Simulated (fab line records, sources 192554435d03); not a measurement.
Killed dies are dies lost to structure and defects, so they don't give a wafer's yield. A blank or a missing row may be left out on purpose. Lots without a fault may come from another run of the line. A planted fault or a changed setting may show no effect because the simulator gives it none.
fab line records | flow n5_finfet
record lots=14 wafers=40 last_day=17
route steps=1938 shown BEOL_M10@1493
lots that met no fault: from a run of the same line without faults
start_h: hours from the record's first day to the start of the lot's first wafer shown | wait_h: hours since the lot's step before | " the same as in the row above | L1.1+2: a row that stands for several wafers | - no value, or no start given | * or withheld: withheld | < > ~ a bound
route shown NAME@n: a module of which the file shows steps, and the number in the route of the first | usual: mean/standard deviation of fault-free wafers | same: alike in all rows | chamber/n: place in a boat | sites: the reading at each site | _std_site: their standard deviation | _edge_site: outer sites' mean less inner sites' | radius_mm: how far each site lies from the wafer's centre | mask NAME#n: copy n | behind: the tool/chamber that last shaped the wafer | hold: why the lot was held/for how many hours/how that ended | device: the transistor (n, p or np) that didn't switch | end of line: the same wafers' tests at the end of the route | a step without rows: its recipe alone | killed: dies lost to structure and defects at the first sort, not the wafer's yield | map: a wafer's dies, x killed, . not, _ none there
set.NAME: the setting as run; set.NAME@STEP: as run at that earlier step | model.NAME: the simulator's own value behind a step, which no gauge read
steps of the route over a sample of lots; a table a step, a row a wafer
services: from which hour (start_h, from the record's first day; less than 0 if before it) a tool's chamber was out of use, for how many hours, and why
## steps
# step N5_BEOL_M10_CD_MEAS_18
# recipe pitch_nm=140 target_cd_nm=70
# usual cd_nm=69.9/0.53
# columns lot.wafer tool chamber start_h wait_h cd_nm
L892.1 cd_sem-03 - 223.03 0.0 70.2
L892.2 " - " " 70.1
L892.4 " - " " 69.8
L894.1 cd_sem-01 - 232.51 0.0 70.1
L894.2 " - " " 69.5
L894.6 " - " " 69.7
L893.4 cd_sem-01 - 232.75 0.1 69.6
L893.5 " - " " 69.5
L893.6 " - " " 69.1
L895.1 cd_sem-02 - 233.03 0.0 69.8
L895.4 " - " " 71.2
L895.6 " - " " 70.8
L896.4 cd_sem-03 - 241.39 0.1 69.2
L896.5 " - " " 69.4
L896.6 " - " " 69.7
L899.2 cd_sem-01 - 259.95 0.1 70.8
L899.3 " - " " 69.8
L899.6 " - " " 69.7
L902.3 cd_sem-01 - 282.68 0.1 70.2
L902.4 " - " " 69.5
L903.3 cd_sem-03 - 292.45 0.1 70.3
L903.4 " - " " 70.4
L907.1 cd_sem-01 - 313.22 0.0 69.6
L907.2 " - " " 69.8
L907.5 " - " " 69.8
L908.3 cd_sem-02 - 318.58 0.1 69.4
L908.4 " - " " 69.2
L908.6 " - " " 68.7
L910.1 cd_sem-01 - 324.62 0.0 69.7
L910.4 " - " " 70.1
L910.6 " - " " 69.5
L911.1 cd_sem-03 - 334.20 0.0 70.0
L911.2 " - " " 70.9
L911.3 " - " " 70.2
L914.3 cd_sem-03 - 347.18 0.1 69.5
L914.4 " - " " 69.6
L914.6 " - " " 69.5
L913.1 cd_sem-01 - 359.27 0.0 69.0
L913.3 " - " " 69.4
L913.5 " - " " 69.4
# step N5_BEOL_M10_INSPECT_30
# recipe mode=adi inspect_instrument=brightfield
# usual raw_defect_count=442/110
# columns lot.wafer tool chamber start_h wait_h raw_defect_count
L892.1 defect_inspect-02 - 226.19 0.0 645
L892.2 " - " " 609
L892.4 " - " " 561
L893.4 defect_inspect-01 - 233.51 0.0 437
L893.5 " - " " 495
L893.6 " - " " 456
L894.1 defect_inspect-01 - 233.55 0.0 481
L894.2 " - " " 320
L894.6 " - " " 413
L895.1 defect_inspect-01 - 233.73 0.0 301
L895.4 " - " " 353
L895.6 " - " " 368
L896.4 defect_inspect-01 - 242.70 0.0 471
L896.5 " - " " 432
L896.6 " - " " 587
L899.2 defect_inspect-01 - 260.35 0.0 308
L899.3 " - " " 404
L899.6 " - " " 390
L902.3 defect_inspect-02 - 283.14 0.0 543
L902.4 " - " " 435
L903.3 defect_inspect-02 - 292.79 0.0 470
L903.4 " - " " 498
L907.1 defect_inspect-02 - 313.70 0.0 525
L907.2 " - " " 487
L907.5 " - " " 560
L908.3 defect_inspect-02 - 319.51 0.0 389
L908.4 " - " " 416
L908.6 " - " " 305
L910.1 defect_inspect-01 - 325.68 0.0 339
L910.4 " - " " 481
L910.6 " - " " 406
L911.1 defect_inspect-02 - 334.99 0.0 628
L911.2 " - " " 571
L911.3 " - " " 490
L914.3 defect_inspect-01 - 348.35 0.0 324
L914.4 " - " " 455
L914.6 " - " " 285
L913.1 defect_inspect-01 - 360.47 0.0 367
L913.3 " - " " 270
L913.5 " - " " 388
# step N5_BEOL_M10_ETCH_66
# recipe chemistry=N2/H2 target=SOC target_depth_a=1200 overetch_a=240 mask_material=SiARC temp_c=40 time_s=180 ion_energy_ev=200 pressure_mtorr=30 source_w=840 bias_w=150 n2_flow_sccm=200 h2_flow_sccm=200
# usual drypump_motor_current_A=5.5/0.44 oes_product_au=0.65/0.059 rf_vpp_V=523.8/2.3 showerhead_plenum_p_Torr=2.54/0.078 throttle_valve_pct=17.91/0.3
# columns lot.wafer tool chamber start_h wait_h drypump_motor_current_A oes_product_au rf_hours_counter_h rf_vpp_V showerhead_plenum_p_Torr throttle_valve_pct
L892.1 rie_diel-02 0 226.30 0.0 5.6 0.60 191 524.7 2.51 18.00
L892.2 " 3 " " 4.9 0.59 176 524.1 2.53 17.93
L892.4 " 1 " " 5.4 0.72 31 522.3 2.48 17.46
L893.4 rie_diel-01 1 233.63 0.0 6.1 0.61 136 521.5 2.44 18.06
L893.5 " 1 " " 6.1 0.61 - 520.0 2.44 18.07
L893.6 " 0 " " 5.9 0.74 - 524.4 2.59 17.58
L894.1 rie_diel-04 2 233.67 0.0 5.7 0.71 38 525.3 2.60 18.20
L894.2 " 3 " " 5.4 0.64 107 522.8 2.56 17.96
L894.6 " 0 " " 5.5 0.70 - 525.3 2.58 17.94
L895.1 rie_diel-01 3 234.09 0.0 6.2 0.64 117 526.4 2.67 18.29
L895.4 " 0 " " 5.9 0.75 29 526.2 2.59 17.60
L895.6 " 2 " " 5.6 0.71 - 528.0 2.69 17.34
L896.4 rie_diel-01 3 242.82 0.0 6.2 0.64 121 526.8 2.66 18.31
L896.5 " 0 " " 5.9 0.74 - 525.3 2.59 17.59
L896.6 " 1 " " 6.1 0.60 - 519.3 2.44 18.06
L899.2 rie_diel-04 1 260.67 0.0 4.7 0.77 2 520.9 2.49 17.51
L899.3 " 2 " " 5.7 0.69 51 524.0 2.59 18.23
L899.6 " 1 " " 4.7 0.78 - 522.6 2.49 17.51
L902.3 rie_diel-01 1 283.26 0.0 6.1 0.59 158 520.5 2.43 18.10
L902.4 " 3 " " 6.2 0.63 134 527.2 2.66 18.33
L903.3 rie_diel-01 3 293.56 0.0 6.2 0.63 139 527.6 2.66 18.34
L903.4 " 1 " " 6.1 0.58 - 519.5 2.43 18.11
L907.1 rie_diel-04 1 313.82 0.0 4.7 0.73 20 523.3 2.48 17.54
L907.2 " 0 " " 5.5 0.67 84 524.9 2.57 17.98
L907.5 " 1 " " 4.7 0.72 - 523.3 2.48 17.54
L908.3 rie_diel-04 3 319.63 0.0 5.4 0.62 139 522.7 2.55 18.00
L908.4 " 1 " " 4.8 0.72 22 523.8 2.48 17.54
L908.6 " 0 " " 5.5 0.67 - 525.1 2.57 18.00
L910.1 rie_diel-02 3 325.80 0.0 4.9 0.57 211 523.3 2.52 17.99
L910.4 " 1 " " 5.4 0.67 64 521.8 2.46 17.52
L910.6 " 0 " " 5.6 0.58 - 522.4 2.50 18.07
L911.1 rie_diel-04 3 335.11 0.0 5.4 0.62 143 523.4 2.55 18.03
L911.2 " 1 " " 4.8 0.72 27 522.8 2.48 17.54
L911.3 " 2 " " 5.7 0.67 75 524.1 2.58 18.27
L914.3 rie_diel-02 0 348.46 0.0 5.6 0.58 235 522.4 2.49 18.08
L914.4 " 3 " " 4.9 0.57 220 522.0 2.51 18.01
L914.6 " 3 " " 5.0 0.56 - 523.0 2.51 18.01
L913.1 rie_diel-02 3 360.59 0.0 4.9 0.57 224 522.2 2.51 18.02
L913.3 " 0 " " 5.6 0.57 238 522.4 2.49 18.07
L913.5 " 3 " " 4.9 0.56 - 523.5 2.51 18.00
# step N5_BEOL_M10_ETCH_41
# recipe chemistry=CH3F/O2 target=SiCN target_depth_a=426 taper_deg=2 time_s=86 ion_energy_ev=120 mask_material=TiN pressure_mtorr=30 source_w=395 bias_w=75 Ar_flow_sccm=150 CH3F_flow_sccm=30 O2_flow_sccm=20
# usual drypump_motor_current_A=5.5/0.44 oes_product_au=0.81/0.079 rf_vpp_V=297.4/1.4 showerhead_plenum_p_Torr=2.00/0.058 throttle_valve_pct=16.42/0.25
# columns lot.wafer tool chamber start_h wait_h drypump_motor_current_A oes_product_au rf_hours_counter_h rf_vpp_V showerhead_plenum_p_Torr throttle_valve_pct
L892.1 rie_diel-02 0 226.57 - 5.6 0.74 191 296.3 1.99 16.69
L892.2 " 3 " " 4.9 0.73 176 295.3 2.00 16.40
L892.4 " 1 " " 5.3 0.88 31 295.5 1.95 16.10
L893.4 rie_diel-01 1 233.89 - 6.1 0.76 136 296.4 1.92 16.59
L893.5 " 1 " " 6.1 0.76 - 294.9 1.92 16.59
L893.6 " 0 " " 5.9 0.93 - 298.4 2.04 16.11
L894.1 rie_diel-04 2 233.94 - 5.6 0.88 38 298.7 2.03 16.46
L894.2 " 3 " " 5.4 0.79 107 296.1 2.02 16.43
L894.6 " 0 " " 5.5 0.88 - 298.2 2.03 16.43
L895.1 rie_diel-01 3 234.36 - 6.2 0.79 117 300.5 2.09 16.68
L895.4 " 0 " " 5.9 0.92 29 297.5 2.04 16.11
L895.6 " 2 " " 5.6 0.86 - 300.2 2.12 15.90
L896.4 rie_diel-01 3 243.08 - 6.2 0.80 121 298.7 2.09 16.70
L896.5 " 0 " " 5.9 0.93 - 297.3 2.04 16.12
L896.6 " 1 " " 6.1 0.75 - 295.1 1.92 16.59
L899.2 rie_diel-04 1 260.94 - 4.8 0.97 2 296.4 1.97 16.15
L899.3 " 2 " " 5.6 0.86 51 297.7 2.03 16.47
L899.6 " 1 " " 4.7 0.98 - 297.3 1.96 16.15
L902.3 rie_diel-01 1 283.53 - 6.0 0.52 158 295.2 1.92 16.63
L902.4 " 3 " " 6.2 0.55 134 298.3 2.09 16.72
L903.3 rie_diel-01 3 293.83 - 6.2 0.56 139 298.5 2.09 16.73
L903.4 " 1 " " 6.1 0.52 - 295.4 1.91 16.62
L907.1 rie_diel-04 1 314.09 - 4.7 0.90 20 295.6 1.96 16.18
L907.2 " 0 " " 5.5 0.85 84 298.4 2.02 16.50
L907.5 " 1 " " 4.7 0.91 - 297.0 1.96 16.18
L908.3 rie_diel-04 3 319.90 - 5.4 0.76 139 296.4 2.01 16.52
L908.4 " 1 " " 4.7 0.90 22 296.8 1.96 16.18
L908.6 " 0 " " 5.5 0.84 - 296.6 2.02 16.49
L910.1 rie_diel-02 3 326.07 - 4.9 0.71 212 298.2 1.99 16.45
L910.4 " 1 " " 5.4 0.83 65 296.4 1.94 16.14
L910.6 " 0 " " 5.6 0.71 - 296.0 1.98 16.73
L911.1 rie_diel-04 3 335.38 - 5.4 0.76 143 297.0 2.01 16.50
L911.2 " 1 " " 4.7 0.90 27 295.3 1.96 16.20
L911.3 " 2 " " 5.6 0.83 75 297.6 2.02 16.53
L914.3 rie_diel-02 0 348.73 - 5.6 0.70 235 298.0 1.97 16.74
L914.4 " 3 " " 4.9 0.69 220 297.1 1.98 16.47
L914.6 " 3 " " 4.9 0.69 - 298.0 1.98 16.47
L913.1 rie_diel-02 3 360.86 - 4.9 0.70 224 297.2 1.98 16.50
L913.3 " 0 " " 5.6 0.70 238 297.4 1.97 16.76
L913.5 " 3 " " 4.9 0.69 - 295.8 1.98 16.47
## services
# columns tool chamber start_h hours kind
rie_diel-02 - 220.78 2.3 repair
rie_diel-04 1 229.53 - clean
rie_diel-04 1 229.53 - consumable_replace:focus_ring
rie_diel-04 1 229.53 26.2 scheduled_down
rie_diel-04 1 229.53 26.2 vent_cycle
rie_diel-01 3 270.15 5.9 repair
rie_diel-01 2 285.76 10.5 repair
rie_diel-01 0 307.46 4.7 repair
rie_diel-01 0 314.89 13.9 repair
rie_diel-01 1 329.92 2.2 repair
rie_diel-04 3 350.74 3.8 repair
rie_diel-01 - 352.40 0.5 repair
## key
first_sign step=N5_BEOL_M10_ETCH_41 reading=oes_product_au direction=down sigmas=3.4 usual=0.81 struck=0.54
effect none on later readings
met_at N5_BEOL_M10_ETCH_41
struck_lots L902,L903
struck_wafers L902.3,L902.4,L903.3,L903.4
sort_left_out L902.3,L902.4,L903.3,L903.4
not_acting_at N5_BEOL_M10_CD_MEAS_18,N5_BEOL_M10_INSPECT_30,N5_BEOL_M10_ETCH_66
onset_between 243.08 283.53
fault kind=process_parameter_drift tool=rie_diel-01 chamber=- onset_h=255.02 steps=N5_BEOL_M10_ETCH_41 channel=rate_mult offset=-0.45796 shape=step end_h=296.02 scope=struck_wafers_only
# sort_left_out: the simulated sort isn't trusted on such a fault, so these wafers' sort isn't shown, and their yield isn't known
